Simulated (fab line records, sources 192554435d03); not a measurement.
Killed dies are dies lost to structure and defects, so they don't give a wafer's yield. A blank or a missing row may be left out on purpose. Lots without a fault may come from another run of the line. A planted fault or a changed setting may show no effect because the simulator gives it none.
A struck lot beside a sound one | flow n5_finfet | 36 steps out of a route of 1938
Sound: wafers L625.4, L625.5, L625.6. Struck: wafers L611.4, L611.5, L611.6. The cause comes at the end.
At each step with rows: each side's tool, then ch and its chambers, then its first start. Under that, the readings that differ: sound wafers | struck wafers | difference of the means | sigmas: that difference in standard deviations of wafers without a fault.
alike: readings whose means differ by less than 2 such deviations, and words and numbers that are the same on both sides. not compared: withheld readings, readings that some wafer has no value for, bounds like >300 that may hide the same value, and numbers for which the record gives no deviation and whose values overlap.
The two part at a step that has a row with sigmas, a row that says differs or no value, or rows on one side only. Numbers that don't overlap but have no deviation are shown without sigmas and don't part them. A reading that every wafer of one side lacks parts them only if that side has two wafers or more.

first, 9 steps without rows for these wafers: N5_BEOL_M4_ANNEAL_95 (time 240 s); N5_BEOL_M4_SPUTTER_96 (material Cu, target thk 4.5 nm, time 8.29 s); N5_BEOL_M4_ECD_50 (material Cu, target thk 300 nm); N5_BEOL_M4_ANNEAL_51 (time 90 s); N5_BEOL_M4_CMP_52 (polishes, stops on SiOC, t overpolish 6.8 s, target thk 40 nm); N5_BEOL_M4_PRE_CLEAN_60 (time 15 s); N5_BEOL_M4_CO_CAP_55 (material Co, precursor CCTBA/H2, target thk 2 nm, time 102.1 s); N5_BEOL_M4_PRE_CLEAN_56 (time 15 s); N5_BEOL_M4_DEP_57 (deposits SiCN from 3MS/NH3, target thk 8 nm, time 14 s).
N5_BEOL_M4_RC_MEAS_101:
  sound on prober-02 ch 0, day 13 03:57; struck on prober-01 ch 0, day 9 15:38
  alike: DIBL_N, DIBL_P, IOFF_N, IOFF_P, ION_N, ION_P, SS_N, SS_P, VT_N, VT_P
then, 24 steps without rows for these wafers: N5_BEOL_M5_ILD_DEP_00 (deposits SiCOH lowk from DEMS/porogen, target thk 140.64 nm, time 25.9 s); N5_BEOL_M5_CURE_79 (cures SiCOH lowk, time 240 s); N5_BEOL_M5_PECVD_70 (deposits SiO2 from TEOS/O2, target thk 16 nm, time 18 s); N5_BEOL_M5_HM_DEP_02 (deposits TiN, target thk 20 nm); N5_BEOL_M5_COAT_59 (time 60 s, resist thk 60 nm); N5_BEOL_M5_COAT_60 (time 60 s, resist thk 12 nm); N5_BEOL_M5_COAT_71 (time 60 s, resist thk 5 nm); N5_BEOL_M5_COAT_05 (resist thk 30 nm); N5_BEOL_M5_EBR_07; N5_BEOL_M5_SOFTBAKE_06 (time 60 s); N5_BEOL_M5_EXPOSE_08 (exposes mask M5, target cd 28 nm); N5_BEOL_M5_PEB_09 (peb time 60 s); N5_BEOL_M5_DEVELOP_10 (develop time 30 s); N5_BEOL_M5_DESCUM_16 (chemistry O2, time 7 s); N5_BEOL_M5_ETCH_72 (etches underlayer in N2/H2, target depth 6.5 nm, time 5.2 s); N5_BEOL_M5_ETCH_61 (etches SiARC in CF4, target depth 15.6 nm, time 26 s); N5_BEOL_M5_ETCH_62 (etches SOC in N2/H2, target depth 75 nm, overetch 15 nm, time 112.5 s); N5_BEOL_M5_STRIP_63 (strips in N2/H2); N5_BEOL_M5_STRIP_73 (strips in N2/H2); N5_BEOL_M5_STRIP_64 (strips in CF4); N5_BEOL_M5_HM_OPEN_17 (chemistry Cl2/BCl3, target TiN, target depth 20 nm, overetch 6 nm); N5_BEOL_M5_STRIP_19 (strips in O2); N5_BEOL_M5_COAT_65 (time 60 s, resist thk 60 nm); N5_BEOL_M5_COAT_66 (time 60 s, resist thk 12 nm).
N5_BEOL_M8_DEP_56: deposits SiCN from 3MS/NH3, target thk 10 nm, time 17.5 s.
  sound on pecvd-02 ch 0,1, day 14 21:12; struck on pecvd-03 ch 0,1,2, day 11 05:56
  no value came back on the struck wafers for any of 5 readings (chamber_pressure_Torr (Torr), rf_fwd_power_W (W) and others); on the sound wafers chamber_pressure_Torr (Torr) reads 2.997 2.995 2.997
-- the record jumps here: 3 days lie between the struck wafers' starts before and after (it left off in module BEOL_M8 and takes up again in module PASSIVATION, whose first step shown is number 1936 of the route) --
N5_PASSIVATION_PROBE_49:
  sound on prober-02, day 17 16:34; struck on prober-01, day 13 18:05
  reading                  | sound          | struck         | difference | sigmas
  defect_limited_yield (%) | 89.9 89.5 91.9 | 0 0 0          | -90        | -65
  killed_at_M4_up          | 22 18 18       | 1123 1099 1109 | +1091      | +99 or more
  killed_dies              | 119 124 96     | 1180 1180 1180 | +1067      | +63
  killed_on_rim            | 15 16 10       | 152 152 152    | +138       | +36
  killed_short             | 49 51 31       | 24 29 23       | -18        | -2
  sort_bin_5_function (%)  | 5.8 6.4 4.4    | 97.0 96.9 97.3 | +91.5      | +98
  sort_n_pass              | 1061 1056 1084 | 0 0 0          | -1067      | -67
  sort_yield_pct (%)       | 89.9 89.5 91.9 | 0 0 0          | -90        | -65
  alike: killed_at_M0_to_M3, killed_at_contacts, killed_at_front_end, killed_at_other, killed_open, sort_bin_6_memory

WHERE THEY PART
First at N5_BEOL_M8_DEP_56; last, within this record, at N5_PASSIVATION_PROBE_49.

WHY: what the simulator had put in
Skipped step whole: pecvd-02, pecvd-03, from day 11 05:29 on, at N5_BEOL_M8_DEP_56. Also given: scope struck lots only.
